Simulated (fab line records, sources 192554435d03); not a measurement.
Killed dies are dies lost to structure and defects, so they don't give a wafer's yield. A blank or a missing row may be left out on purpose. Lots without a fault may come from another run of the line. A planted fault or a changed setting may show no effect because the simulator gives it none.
fab line records | flow n5_finfet
record lots=9 wafers=27 last_day=19
route steps=1938 shown BEOL_M4@1111 BEOL_M8@1379 BEOL_M9@1401 PASSIVATION@1936
lots that met no fault: from a run of the same line without faults
start_h: hours from the record's first day to the start of the lot's first wafer shown | wait_h: hours since the lot's step before | " the same as in the row above | L1.1+2: a row that stands for several wafers | - no value, or no start given | * or withheld: withheld | < > ~ a bound
route shown NAME@n: a module of which the file shows steps, and the number in the route of the first | usual: mean/standard deviation of fault-free wafers | same: alike in all rows | chamber/n: place in a boat | sites: the reading at each site | _std_site: their standard deviation | _edge_site: outer sites' mean less inner sites' | radius_mm: how far each site lies from the wafer's centre | mask NAME#n: copy n | behind: the tool/chamber that last shaped the wafer | hold: why the lot was held/for how many hours/how that ended | device: the transistor (n, p or np) that didn't switch | end of line: the same wafers' tests at the end of the route | a step without rows: its recipe alone | killed: dies lost to structure and defects at the first sort, not the wafer's yield | map: a wafer's dies, x killed, . not, _ none there
set.NAME: the setting as run; set.NAME@STEP: as run at that earlier step | model.NAME: the simulator's own value behind a step, which no gauge read
steps of the route over a sample of lots; a table a step, a row a wafer
services: from which hour (start_h, from the record's first day; less than 0 if before it) a tool's chamber was out of use, for how many hours, and why
## steps
# step N5_BEOL_M4_RC_MEAS_101
# usual DIBL_N=36.0/1.7 DIBL_P=36.2/1.9 IOFF_N=0.154/0.028 IOFF_P=0.21/0.036 ION_N=675/11 ION_P=463/8.3 SS_N=71.4/0.63 SS_P=73.2/0.55 VT_N=250.2/3 VT_P=-251/3.7
# columns lot.wafer tool chamber start_h wait_h DIBL_N[mV/V] DIBL_P[mV/V] IOFF_N[nA/um] IOFF_P[nA/um] ION_N[uA/um] ION_P[uA/um] SS_N[mV/dec] SS_P[mV/dec] VT_N[mV] VT_P[mV]
L987.1 prober-01 0 197.44 0.0 35.0 33.2 0.116 0.17 670 455 71.2 73.0 252.2 -252
L987.2 " 0 " " 38.3 38.5 0.186 0.26 688 474 72.9 73.9 245.6 -247
L987.6 " 0 " " 39.0 38.7 0.196 0.26 700 477 72.4 73.9 245.2 -246
L990.2 prober-02 0 239.69 0.2 37.7 38.6 0.180 0.23 685 477 71.5 73.7 249.5 -247
L990.3 " 0 " " 38.0 38.8 0.185 0.23 679 467 72.4 73.4 246.9 -248
L990.6 " 0 " " 34.4 34.9 0.128 0.17 671 462 71.1 72.3 252.7 -250
L992.2 prober-02 0 264.84 0.2 34.7 35.6 0.134 0.18 666 460 71.4 72.7 252.2 -252
L992.4 " 0 " " 35.7 36.4 0.155 0.20 679 461 71.4 72.8 248.9 -251
L992.5 " 0 " " 35.7 36.5 0.146 0.19 674 465 71.2 72.5 249.6 -251
L998.2 prober-02 0 300.37 0.2 35.6 36.0 0.124 0.18 651 450 71.6 72.4 252.7 -252
L998.4 " 0 " " 37.3 38.0 0.157 0.21 668 456 72.5 72.9 251.6 -251
L998.5 " 0 " " 38.7 38.1 0.185 0.22 668 457 72.8 73.2 248.1 -249
L101.2 prober-02 0 310.04 0.2 35.8 34.7 0.133 0.21 668 463 70.8 73.0 252.7 -247
L101.3 " 0 " " 36.9 37.0 0.160 0.25 669 465 71.2 73.9 245.8 -246
L101.5 " 0 " " 35.5 34.6 0.142 0.22 665 466 70.7 72.5 247.8 -248
L105.2 prober-01 0 340.00 0.2 35.2 32.4 0.128 0.17 662 459 70.8 72.1 256.1 -253
L105.4 " 0 " " 33.8 32.5 0.107 0.17 669 462 70.2 72.8 258.0 -255
L105.6 " 0 " " 36.6 35.7 0.150 0.22 673 466 71.1 72.9 251.3 -248
L107.2 prober-02 0 342.68 0.2 37.4 39.0 0.203 0.29 690 476 71.6 74.1 243.0 -243
L107.5 " 0 " " 37.1 37.7 0.182 0.27 676 471 71.2 73.0 246.8 -244
L107.6 " 0 " " 34.3 34.6 0.134 0.21 668 466 70.7 72.8 252.2 -243
L108.2 prober-01 0 344.31 0.2 36.7 35.6 0.158 0.24 666 465 71.5 73.4 252.7 -247
L108.5 " 0 " " 37.2 37.2 0.174 0.26 677 471 71.2 73.7 247.7 -243
L108.6 " 0 " " 36.0 34.8 0.164 0.23 686 477 71.5 73.0 248.4 -247
L109.1 prober-02 0 347.04 0.0 36.1 36.9 0.145 0.21 660 455 71.4 73.0 253.2 -253
L109.5 " 0 " " 35.9 34.8 0.148 0.19 662 456 71.4 72.7 252.0 -252
L109.6 " 0 " " 37.9 39.6 0.192 0.25 697 471 72.3 73.9 247.7 -249
# step N5_BEOL_M8_STRIP_80
# recipe chemistry=N2/H2 time_s=10 power_w=450 temp_c=40 pressure_mtorr=20 rf_frequency_hz=6e+07 bias_power_w=7 n2_flow_sccm=200 h2_flow_sccm=200
# usual drypump_motor_current_A=5.9/0.49 oes_product_au=0.79/0.061 rf_vpp_V=59.1/0.9 showerhead_plenum_p_Torr=2.50/0.085 throttle_valve_pct=23.54/0.28
# columns lot.wafer tool chamber start_h wait_h drypump_motor_current_A oes_product_au rf_hours_counter_h rf_vpp_V showerhead_plenum_p_Torr throttle_valve_pct
L987.1 rie_diel-03 0 - - 6.0 0.82 86 61.1 2.46 24.05
L987.2 " 1 " " 6.5 0.83 57 60.6 2.58 23.36
L987.6 " 2 " " 6.7 0.83 - 58.3 2.57 23.63
L990.2 rie_diel-03 0 - - 6.0 0.81 101 59.8 2.46 24.06
L990.3 " 2 " " 6.7 0.81 87 59.8 2.56 23.63
L990.6 " 0 " " 6.0 0.79 - 57.7 2.46 24.07
L992.2 rie_diel-01 2 - - 5.4 0.67 240 59.9 2.60 23.72
L992.4 " 0 " " 6.2 0.74 180 59.0 2.41 23.58
L992.5 " 1 " " 6.4 0.81 - 59.9 2.48 23.51
L998.2 rie_diel-01 1 - - 6.5 0.79 101 58.5 2.47 23.54
L998.4 " 0 " " 6.2 0.73 - 59.0 2.41 23.60
L998.5 " 3 " " 5.1 0.71 - 58.8 2.29 23.11
L101.2 rie_diel-03 2 - - 6.7 0.79 103 59.5 2.56 23.65
L101.3 " 3 " " 5.6 0.91 23 58.7 2.60 23.86
L101.5 " 3 " " 5.6 0.90 - 60.1 2.60 23.87
L105.2 rie_diel-05 0 - - 5.4 0.77 112 58.9 2.55 23.63
L105.4 " 0 " " 5.3 0.78 - 58.4 2.55 23.62
L105.6 " 1 " " 6.2 0.85 - 57.9 2.45 23.35
L107.2 rie_diel-05 0 - - 5.4 0.78 114 60.8 2.55 23.63
L107.5 " 3 " " 5.6 0.82 - 58.8 2.45 23.15
L107.6 " 1 " " 6.2 0.85 - 59.9 2.45 23.37
L108.2 rie_diel-05 0 - - 5.4 0.77 115 59.1 2.55 23.63
L108.5 " 1 " " 6.2 0.85 - 60.7 2.45 23.35
L108.6 " 3 " " 5.6 0.82 - 59.8 2.45 23.17
L109.1 rie_diel-05 1 - - 6.2 0.84 80 57.9 2.45 23.35
L109.5 " 3 " " 5.5 0.81 - 59.1 2.45 23.15
L109.6 " 1 " " 6.2 0.85 - 57.3 2.45 23.36
# step N5_BEOL_M8_ANNEAL_51
# recipe temp_c=225 time_s=90 ambient=N2
# usual anneal_temp_c=224.98/0.15 wafer_temp_C_max=225.98/0.3
# columns lot.wafer tool chamber start_h wait_h anneal_temp_c wafer_temp_C_max
L987.1 rtp_anneal-02 0 230.88 0.1 224.74 225.81
L987.2 " 0 " " 225.01 225.64
L987.6 " 0 " " 224.89 225.94
L990.2 rtp_anneal-02 0 279.26 0.3 224.81 225.88
L990.3 " 0 " " 224.68 226.02
L990.6 " 0 " " 224.68 225.98
L992.2 rtp_anneal-01 0 301.33 0.1 224.96 226.52
L992.4 " 0 " " 224.89 226.54
L992.5 " 0 " " 224.83 226.22
L998.2 rtp_anneal-02 0 339.16 0.4 225.10 225.96
L998.4 " 0 " " 225.09 225.91
L998.5 " 0 " " 225.06 226.03
L101.2 rtp_anneal-01 0 348.29 0.2 225.19 226.38
L101.3 " 0 " " 225.10 226.34
L101.5 " 0 " " 225.08 226.28
L105.2 rtp_anneal-01 0 381.04 0.3 224.93 226.57
L105.4 " 0 " " 225.03 225.84
L105.6 " 0 " " 224.95 226.14
L107.2 rtp_anneal-02 0 384.84 0.1 224.85 226.13
L107.5 " 0 " " 224.84 225.92
L107.6 " 0 " " 225.14 225.60
L108.2 rtp_anneal-02 0 386.15 0.4 224.97 225.80
L108.5 " 0 " " 225.01 225.96
L108.6 " 0 " " 224.99 225.79
L109.1 rtp_anneal-02 0 389.71 0.3 225.34 225.80
L109.5 " 0 " " 225.14 225.63
L109.6 " 0 " " 225.05 225.62
# step N5_BEOL_M9_ILD_DEP_00
# recipe material=SiCOH_lowk target_thk_a=3085.1 temp_c=300 precursor=DEMS/porogen pressure_torr=5 rf_w=500 time_s=58
# usual heater_power_w=330/47 run_length_s=100.9/0.57 showerhead_plenum_p_Torr=5.737/0.014 throttle_valve_pct=13.7/0.79
# columns lot.wafer tool chamber start_h wait_h heater_power_w run_length_s showerhead_plenum_p_Torr throttle_valve_pct
L987.1 pecvd-03 0 231.66 0.0 334 101.1 5.713 13.9
L987.2 " 1 " " 351 101.2 5.745 13.8
L987.6 " 0 " " 273 101.6 5.732 14.2
L990.2 pecvd-03 2 280.03 0.0 304 101.8 5.745 13.1
L990.3 " 0 " " 343 100.9 5.738 14.2
L990.6 " 1 " " 311 100.9 5.733 14.0
L992.2 pecvd-01 1 302.07 0.0 370 100.4 5.744 12.7
L992.4 " 1 " " 390 100.4 5.730 12.5
L992.5 " 2 " " 278 100.8 5.725 13.5
L998.2 pecvd-03 1 339.90 0.0 352 101.0 5.749 13.8
L998.4 " 2 " " 279 101.2 5.742 13.0
L998.5 " 0 " " 336 139.5 5.726 14.2
L101.2 pecvd-03 1 349.03 0.0 351 101.0 5.749 14.1
L101.3 " 0 " " 281 139.6 5.733 14.2
L101.5 " 1 " " 281 100.9 5.750 14.0
L105.2 pecvd-04 1 381.86 0.0 429 100.2 5.766 15.6
L105.4 " 2 " " 323 101.5 5.765 13.9
L105.6 " 1 " " 434 100.0 5.769 15.7
L107.2 pecvd-01 1 385.71 0.0 314 100.3 5.736 12.3
L107.5 " 0 " " 314 101.6 5.738 13.9
L107.6 " 2 " " 297 101.1 5.735 14.0
L108.2 pecvd-01 0 386.93 0.0 280 101.3 5.721 13.5
L108.5 " 0 " " 298 102.0 5.720 13.8
L108.6 " 2 " " 314 100.9 5.727 13.7
L109.1 pecvd-01 0 390.49 0.0 304 101.4 5.715 13.7
L109.5 " 1 " " 389 101.0 5.728 12.6
L109.6 " 0 " " 318 101.3 5.717 13.7
# step N5_BEOL_M9_THK_MEAS_01
# recipe reads=SiCOH_lowk_of_BEOL_M9_ILD_DEP_00
# usual M9_ILD_THK=269/3.4
# columns lot.wafer tool chamber start_h wait_h M9_ILD_THK[nm]
L987.1 film_metro-01 - 232.25 0.4 268
L987.2 " - " " 266
L987.6 " - " " 272
L990.2 film_metro-01 - 280.62 0.4 263
L990.3 " - " " 263
L990.6 " - " " 270
L992.2 film_metro-01 - 302.66 0.4 267
L992.4 " - " " 269
L992.5 " - " " 274
L998.2 film_metro-01 - 340.49 0.4 263
L998.4 " - " " 266
L998.5 " - " " 450
L101.2 film_metro-01 - 349.62 0.4 268
L101.3 " - " " 444
L101.5 " - " " 272
L105.2 film_metro-02 - 382.90 0.4 266
L105.4 " - " " 272
L105.6 " - " " 271
L107.2 film_metro-02 - 386.30 0.4 267
L107.5 " - " " 273
L107.6 " - " " 273
L108.2 film_metro-02 - 387.52 0.4 269
L108.5 " - " " 277
L108.6 " - " " 271
L109.1 film_metro-01 - 391.11 0.4 265
L109.5 " - " " 270
L109.6 " - " " 272
# step N5_BEOL_M9_PECVD_70
# recipe material=SiO2 target_thk_a=200 temp_c=400 precursor=TEOS/O2 pressure_torr=5.5 rf_w=450 teos_flow_sccm=53.8 gas=O2 flow_sccm=3000 time_s=22.7
# usual heater_power_w=765/99 showerhead_plenum_p_Torr=8.79/0.057 throttle_valve_pct=22.4/1.4
# columns lot.wafer tool chamber start_h wait_h heater_power_w showerhead_plenum_p_Torr throttle_valve_pct
L987.1 pecvd-01 2 232.29 0.0 612 8.76 21.8
L987.2 " 1 " " 759 8.78 20.1
L987.6 " 0 " " 753 8.75 22.2
L990.2 pecvd-03 0 280.66 0.0 757 8.75 22.9
L990.3 " 1 " " 678 8.82 22.6
L990.6 " 2 " " 611 8.80 20.8
L992.2 pecvd-01 1 302.69 0.0 855 8.80 20.0
L992.4 " 0 " " 768 8.75 22.0
L992.5 " 2 " " 627 8.75 22.1
L998.2 pecvd-01 0 340.53 0.0 749 8.75 22.3
L998.4 " 2 " " 581 8.75 21.9
L998.5 " 1 " " 884 8.76 19.9
L101.2 pecvd-04 0 349.66 0.0 883 8.71 22.6
L101.3 " 1 " " 809 8.83 25.3
L101.5 " 1 " " 805 8.85 25.1
L105.2 pecvd-01 1 382.94 0.0 778 8.78 20.0
L105.4 " 0 " " 724 8.76 22.4
L105.6 " 1 " " 801 8.78 20.0
L107.2 pecvd-04 0 386.34 0.0 740 8.71 22.6
L107.5 " 0 " " 754 8.72 22.3
L107.6 " 1 " " 852 8.85 25.1
L108.2 pecvd-04 2 387.56 0.0 662 8.87 22.8
L108.5 " 1 " " 1007 8.84 25.0
L108.6 " 2 " " 671 8.90 22.6
L109.1 pecvd-01 0 391.15 0.0 647 8.74 22.3
L109.5 " 0 " " 646 8.73 22.1
L109.6 " 1 " " 867 8.79 20.1
# step N5_PASSIVATION_PROBE_49
# usual defect_limited_yield=90.9/1.4 killed_at_M0_to_M3=38/11 killed_at_M4_up=13/5.9 killed_at_contacts=14/6.4 killed_at_front_end=38/11 killed_at_other=3.3/2.5 killed_dies=107/16 killed_on_rim=14/3.6 killed_open=70/12 killed_short=35/7.7 sort_bin_5_function=5.3/0.94 sort_bin_6_memory=3.5/0.7 sort_n_pass=1073/16 sort_yield_pct=90.9/1.4
# same gross_dies=1180 killed_at_back_side=0 sort_bin_4_leakage[%]=0 sort_bin_8_speed[%]=0
# columns lot.wafer tool chamber start_h wait_h defect_limited_yield[%] killed_at_M0_to_M3 killed_at_M4_up killed_at_contacts killed_at_front_end killed_at_other killed_dies killed_on_rim killed_open killed_short sort_bin_5_function[%] sort_bin_6_memory[%] sort_n_pass sort_yield_pct[%]
L987.1 prober-01 - 294.32 0.0 91.9 21 14 3 51 7 96 19 65 31 4.4 3.6 1084 91.9
L987.2 prober-01 - 294.37 0.1 90.4 38 7 6 59 3 113 13 66 47 5.9 3.2 1067 90.4
L987.6 prober-01 - 294.57 0.3 93.3 17 17 8 34 3 79 10 44 34 4.4 2.2 1101 93.3
L990.2 prober-02 - 341.61 0.1 93.1 30 11 11 29 0 81 7 59 18 3.0 3.6 1099 93.1
L990.3 prober-02 - 341.66 0.1 91.4 33 18 14 36 1 102 20 65 32 4.7 3.7 1078 91.4
L990.6 prober-02 - 341.81 0.3 91.7 29 14 10 44 1 98 13 60 32 4.8 3.0 1082 91.7
L992.2 prober-02 - 371.81 0.1 91.4 38 12 18 24 9 101 11 74 27 4.7 3.6 1079 91.4
L992.4 prober-02 - 371.91 0.2 89.6 45 17 18 38 5 123 17 77 43 6.0 4.2 1057 89.6
L992.5 prober-02 - 371.96 0.2 91.1 34 16 11 35 9 105 14 67 36 6.3 2.1 1075 91.1
L998.2 prober-01 - 414.28 0.1 90.3 29 9 7 63 6 114 12 71 42 5.4 3.7 1066 90.3
L998.4 prober-01 - 414.38 0.2 90.3 36 13 5 50 10 114 20 76 32 5.2 4.4 1066 90.3
L998.5 prober-01 - 414.43 0.2 0 47 1076 14 37 6 1180 152 81 40 96.1 3.5 0 0
L101.2 prober-01 - 417.40 0.1 89.4 72 15 14 23 1 125 14 87 36 5.0 5.1 1055 89.4
L101.3 prober-01 - 417.45 0.1 0 53 1065 12 44 6 1180 152 86 39 95.1 4.6 0 0
L101.5 prober-01 - 417.55 0.2 90.3 75 6 10 21 3 115 12 68 47 5.9 3.5 1065 90.3
L105.2 prober-01 - 459.15 0.1 92.9 22 17 12 31 2 84 14 56 25 4.1 3.0 1096 92.9
L105.4 prober-01 - 459.25 0.2 89.9 30 4 29 54 2 119 15 80 37 5.8 3.4 1061 89.9
L105.6 prober-01 - 459.35 0.3 91.0 34 8 22 39 3 106 11 69 34 5.4 3.1 1074 91.0
L107.2 prober-02 - 461.99 0.1 94.8 17 6 6 26 6 61 5 42 17 2.8 2.1 1119 94.8
L107.5 prober-02 - 462.14 0.2 92.2 42 10 15 21 4 92 11 61 30 3.8 3.8 1088 92.2
L107.6 prober-02 - 462.19 0.3 92.3 43 6 8 29 5 91 12 68 23 3.8 3.6 1089 92.3
L108.2 prober-01 - 463.96 0.1 90.3 56 6 8 39 5 114 12 81 33 5.6 3.6 1066 90.3
L108.5 prober-01 - 464.11 0.2 90.6 51 11 16 29 4 111 16 82 28 5.4 3.6 1069 90.6
L108.6 prober-01 - 464.16 0.3 90.3 47 12 18 38 0 115 14 79 36 6.0 3.1 1065 90.3
L109.1 prober-01 - 464.51 0.2 90.1 29 16 24 46 2 117 18 75 42 5.8 3.9 1063 90.1
L109.5 prober-01 - 464.71 0.4 92.1 40 12 18 20 3 93 14 56 36 5.1 2.7 1087 92.1
L109.6 prober-01 - 464.76 0.5 90.2 45 15 14 41 1 116 16 76 40 5.8 3.7 1064 90.2
# killed by level:class
L987.1 STI_FIN_REVEAL:geometric_particle:open=17 FIN_SAQP:geometric_particle:short=11 BEOL_M1:geometric_particle:open=6 FIN_SAQP:geometric_particle:open=5 BEOL_M0_SAQP:geometric_particle:short=5 STI_FIN_REVEAL:geometric_particle:short=4 GATE_CUT:geometric_particle:open=4 BEOL_M2:geometric_particle:open=4
L987.2 FIN_SAQP:geometric_particle:short=17 STI_FIN_REVEAL:geometric_particle:open=16 BEOL_M1:geometric_particle:open=9 BEOL_M3:geometric_particle:open=6 FIN_SAQP:geometric_particle:open=6 BEOL_M0_SAQP:geometric_particle:short=5 GATE_CUT:geometric_particle:open=4 MOL_CONTACT_COAG:geometric_particle:open=4
L987.6 FIN_SAQP:geometric_particle:short=9 MOL_CONTACT_COAG:geometric_particle:open=6 BEOL_M4:geometric_particle:open=6 STI_FIN_REVEAL:geometric_particle:open=5 BEOL_M5:geometric_particle:open=5 STARTING-WAFER:geometric_particle:short=5 GATE_CUT:geometric_particle:short=4 BEOL_M2:geometric_particle:open=4
L990.2 MOL_CONTACT_COAG:geometric_particle:open=11 BEOL_M2:geometric_particle:open=7 BEOL_M3:geometric_particle:open=7 FIN_SAQP:geometric_particle:short=6 STI_FIN_REVEAL:geometric_particle:open=6 BEOL_M0_SAQP:geometric_particle:short=6 BEOL_M0_SAQP:geometric_particle:open=5 BEOL_M0:geometric_particle:open=4
L990.3 MOL_CONTACT_COAG:geometric_particle:open=13 FIN_SAQP:geometric_particle:short=10 BEOL_M2:geometric_particle:open=10 FIN_SAQP:geometric_particle:open=9 BEOL_M3:geometric_particle:open=6 BEOL_M2:geometric_particle:short=5 BEOL_M4:geometric_particle:open=5 BEOL_M0_SAQP:geometric_particle:short=4
L990.6 FIN_SAQP:geometric_particle:short=9 MOL_CONTACT_COAG:geometric_particle:open=8 STI_FIN_REVEAL:geometric_particle:open=7 FIN_SAQP:geometric_particle:open=6 BEOL_M3:geometric_particle:open=6 BEOL_M5:geometric_particle:open=6 BEOL_M0:geometric_particle:open=5 BEOL_M5:geometric_particle:short=4
L992.2 BEOL_M3:geometric_particle:open=14 MOL_CONTACT_COAG:geometric_particle:open=13 FIN_SAQP:geometric_particle:open=8 BEOL_M2:geometric_particle:open=7 MOL_CONTACT_COAG:geometric_particle:short=5 BEOL_M0_SAQP:geometric_particle:open=5 BEOL_M1:geometric_particle:open=5 FIN_SAQP:geometric_particle:short=4
L992.4 MOL_CONTACT_COAG:geometric_particle:open=13 BEOL_M0_SAQP:geometric_particle:short=13 BEOL_M4:geometric_particle:open=12 FIN_SAQP:geometric_particle:short=9 BEOL_M3:geometric_particle:open=9 BEOL_M1:geometric_particle:open=8 BEOL_M2:geometric_particle:open=7 BEOL_M0_SAQP:geometric_particle:open=6
L992.5 BEOL_M2:geometric_particle:open=10 BEOL_M3:geometric_particle:open=9 STI_FIN_REVEAL:geometric_particle:open=8 MOL_CONTACT_COAG:geometric_particle:open=8 BEOL_M4:geometric_particle:open=8 FIN_SAQP:geometric_particle:open=6 PASS1_CAP:geometric_particle:short=6 FIN_SAQP:geometric_particle:short=5
L998.2 STI_FIN_REVEAL:geometric_particle:open=19 FIN_SAQP:geometric_particle:open=9 FIN_SAQP:geometric_particle:short=7 DUMMY_GATE:geometric_particle:open=5 BEOL_M1:geometric_particle:short=5 BEOL_M0_SAQP:geometric_particle:open=5 STI_FIN_REVEAL:geometric_particle:short=4 ILD0:geometric_particle:open=4
L998.4 FIN_SAQP:geometric_particle:open=19 BEOL_M0_SAQP:geometric_particle:open=10 FIN_SAQP:geometric_particle:short=8 STI_FIN_REVEAL:geometric_particle:open=8 BEOL_M1:geometric_particle:open=7 BEOL_M0_SAQP:geometric_particle:short=5 MOL_CONTACT_COAG:geometric_particle:open=5 MIM_TOP:geometric_particle:short=5
L998.5 BEOL_M9:area_etch=1058 MOL_CONTACT_COAG:geometric_particle:open=13 BEOL_M0_SAQP:geometric_particle:short=13 BEOL_M0_SAQP:geometric_particle:open=12 BEOL_M3:geometric_particle:open=9 STI_FIN_REVEAL:geometric_particle:open=8 FIN_SAQP:geometric_particle:open=6 BEOL_M4:geometric_particle:open=5
L101.2 BEOL_M0_SAQP:geometric_particle:open=14 BEOL_M2:geometric_particle:open=14 BEOL_M0_SAQP:geometric_particle:short=12 MOL_CONTACT_COAG:geometric_particle:open=10 BEOL_M1:geometric_particle:open=10 BEOL_M0:geometric_particle:open=9 FIN_SAQP:geometric_particle:short=4 FIN_SAQP:geometric_particle:open=4
L101.3 BEOL_M9:area_etch=1054 BEOL_M0_SAQP:geometric_particle:open=15 FIN_SAQP:geometric_particle:open=11 BEOL_M1:geometric_particle:open=11 FIN_SAQP:geometric_particle:short=8 MOL_CONTACT_COAG:geometric_particle:open=8 BEOL_M0_SAQP:geometric_particle:short=8 BEOL_M2:geometric_particle:open=7
L101.5 BEOL_M0_SAQP:geometric_particle:short=26 BEOL_M0_SAQP:geometric_particle:open=25 MOL_CONTACT_COAG:geometric_particle:open=9 BEOL_M0:geometric_particle:open=7 FIN_SAQP:geometric_particle:open=6 BEOL_M1:geometric_particle:open=4 BEOL_M2:geometric_particle:open=4 FIN_SAQP:geometric_particle:short=3
L105.2 BEOL_M4:geometric_particle:open=9 MOL_CONTACT_COAG:geometric_particle:open=8 FIN_SAQP:geometric_particle:short=7 FIN_SAQP:geometric_particle:open=7 BEOL_M0_SAQP:geometric_particle:open=5 BEOL_M0:geometric_particle:open=5 GATE_CUT:geometric_particle:short=4 MOL_CONTACT_COAG:geometric_particle:short=4
L105.4 MOL_CONTACT_COAG:geometric_particle:open=25 FIN_SAQP:geometric_particle:short=8 FIN_SAQP:geometric_particle:open=8 BEOL_M0_SAQP:geometric_particle:open=8 STI_FIN_REVEAL:geometric_particle:open=7 ILD0:geometric_particle:open=5 GATE_CUT:geometric_particle:short=5 BEOL_M3:geometric_particle:open=5
L105.6 FIN_SAQP:geometric_particle:open=18 MOL_CONTACT_COAG:geometric_particle:open=15 FIN_SAQP:geometric_particle:short=11 BEOL_M2:geometric_particle:open=10 BEOL_M0_SAQP:geometric_particle:open=6 MOL_CONTACT_COAG:geometric_particle:short=5 BEOL_M0_SAQP:geometric_particle:short=5 BEOL_M0:geometric_particle:open=4
L107.2 STI_FIN_REVEAL:geometric_particle:open=8 MOL_CONTACT_COAG:geometric_particle:open=6 STI_FIN_REVEAL:geometric_particle:short=3 BEOL_M0:geometric_particle:open=3 BEOL_M1:geometric_particle:open=3 BEOL_M2:geometric_particle:open=3 DUMMY_GATE:geometric_particle:open=2 ILD0:geometric_particle:open=2
L107.5 MOL_CONTACT_COAG:geometric_particle:open=14 BEOL_M2:geometric_particle:open=13 BEOL_M3:geometric_particle:open=9 STI_FIN_REVEAL:geometric_particle:open=7 BEOL_M1:geometric_particle:open=5 BEOL_M2:geometric_particle:short=5 BEOL_M0:geometric_particle:short=3 BEOL_M4:geometric_particle:open=3
L107.6 BEOL_M3:geometric_particle:open=16 STI_FIN_REVEAL:geometric_particle:open=15 BEOL_M2:geometric_particle:open=10 MOL_CONTACT_COAG:geometric_particle:open=7 BEOL_M0_SAQP:geometric_particle:short=4 BEOL_M1:geometric_particle:open=4 GATE_CUT:geometric_particle:short=3 BEOL_M0_SAQP:geometric_particle:open=3
L108.2 BEOL_M1:geometric_particle:open=18 STI_FIN_REVEAL:geometric_particle:open=15 MOL_CONTACT_COAG:geometric_particle:open=8 BEOL_M3:geometric_particle:open=8 BEOL_M0_SAQP:geometric_particle:short=8 BEOL_M0_SAQP:geometric_particle:open=8 BEOL_M2:geometric_particle:open=6 GATE_CUT:geometric_particle:short=6
L108.5 BEOL_M1:geometric_particle:open=15 MOL_CONTACT_COAG:geometric_particle:open=12 BEOL_M3:geometric_particle:open=11 STI_FIN_REVEAL:geometric_particle:open=7 BEOL_M2:geometric_particle:open=7 DUMMY_GATE:geometric_particle:open=6 BEOL_M0_SAQP:geometric_particle:short=6 BEOL_M0_SAQP:geometric_particle:open=5
L108.6 STI_FIN_REVEAL:geometric_particle:open=14 MOL_CONTACT_COAG:geometric_particle:open=12 BEOL_M3:geometric_particle:open=12 BEOL_M1:geometric_particle:open=10 MOL_CONTACT_COAG:geometric_particle:short=6 BEOL_M0_SAQP:geometric_particle:open=6 BEOL_M1:geometric_particle:short=6 BEOL_M0_SAQP:geometric_particle:short=5
L109.1 MOL_CONTACT_COAG:geometric_particle:open=23 FIN_SAQP:geometric_particle:short=14 BEOL_M3:geometric_particle:open=9 DUMMY_GATE:geometric_particle:open=8 GATE_CUT:geometric_particle:short=6 BEOL_M0_SAQP:geometric_particle:open=5 BEOL_M4:geometric_particle:short=5 BEOL_M4:geometric_particle:open=5
L109.5 BEOL_M0_SAQP:geometric_particle:short=13 MOL_CONTACT_COAG:geometric_particle:open=12 BEOL_M0_SAQP:geometric_particle:open=8 MOL_CONTACT_COAG:geometric_particle:short=6 FIN_SAQP:geometric_particle:short=5 BEOL_M0:geometric_particle:open=5 BEOL_M3:geometric_particle:open=5 STI_FIN_REVEAL:geometric_particle:open=4
L109.6 BEOL_M3:geometric_particle:open=11 MOL_CONTACT_COAG:geometric_particle:open=10 BEOL_M0_SAQP:geometric_particle:open=8 BEOL_M0_SAQP:geometric_particle:short=8 STI_FIN_REVEAL:geometric_particle:open=7 BEOL_M4:geometric_particle:open=7 FIN_SAQP:geometric_particle:short=6 DUMMY_GATE:geometric_particle:open=6
## services
# columns tool chamber start_h hours kind
rie_diel-03 3 227.88 - clean
rie_diel-03 3 227.88 - consumable_replace:focus_ring
rie_diel-03 3 227.88 18.7 scheduled_down
rie_diel-03 3 227.88 18.7 vent_cycle
rie_diel-05 2 229.83 7.1 repair
pecvd-01 1 274.17 12.3 repair
pecvd-01 - 275.27 0.9 repair
pecvd-03 - 286.12 14.6 pm
pecvd-04 2 287.69 4.1 repair
pecvd-04 - 289.55 6.0 pm
pecvd-01 1 305.00 2.1 scheduled_down
rie_diel-03 - 322.81 14.6 pm
rie_diel-01 2 329.64 - clean
pecvd-04 2 331.11 30.4 repair
rtp_anneal-01 - 333.08 4.2 pm
rie_diel-01 1 341.15 22.0 repair
rie_diel-05 2 349.12 1.4 repair
pecvd-01 0 349.73 2.1 scheduled_down
pecvd-04 0 369.25 2.1 scheduled_down
rie_diel-05 2 372.64 - clean
rie_diel-05 2 372.64 - consumable_replace:focus_ring
rie_diel-05 2 372.64 15.4 scheduled_down
rie_diel-05 2 372.64 15.4 vent_cycle
pecvd-01 2 389.29 2.1 scheduled_down
## key
first_sign step=N5_BEOL_M9_ILD_DEP_00 reading=run_length_s direction=up sigmas=67 usual=* struck=*
effect step=N5_BEOL_M9_THK_MEAS_01 reading=M9_ILD_THK direction=up sigmas=52 usual=269 struck=447
effect step=N5_PASSIVATION_PROBE_49 reading=killed_at_M4_up direction=up sigmas=99+ usual=13 struck=1070
more_kills_born_at N5_BEOL_M9_ETCH_41@rie_diel-04=2112
met_at N5_BEOL_M9_ILD_DEP_00
struck_lots L998,L101
struck_wafers L998.5,L101.3
later_rows_left_out L998.5,L101.3
not_acting_at N5_BEOL_M8_STRIP_80,N5_BEOL_M8_ANNEAL_51,N5_BEOL_M9_PECVD_70
onset_between 280.03 339.90
fault kind=process_parameter_drift tool=pecvd-03 chamber=0 onset_h=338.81 steps=N5_BEOL_M9_ILD_DEP_00 channel=time_s offset=* shape=step end_h=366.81 acts_in=* stated=*
# later_rows_left_out: the simulator's readings of these wafers behind a module that went badly wrong aren't trusted and aren't shown, but for the sort
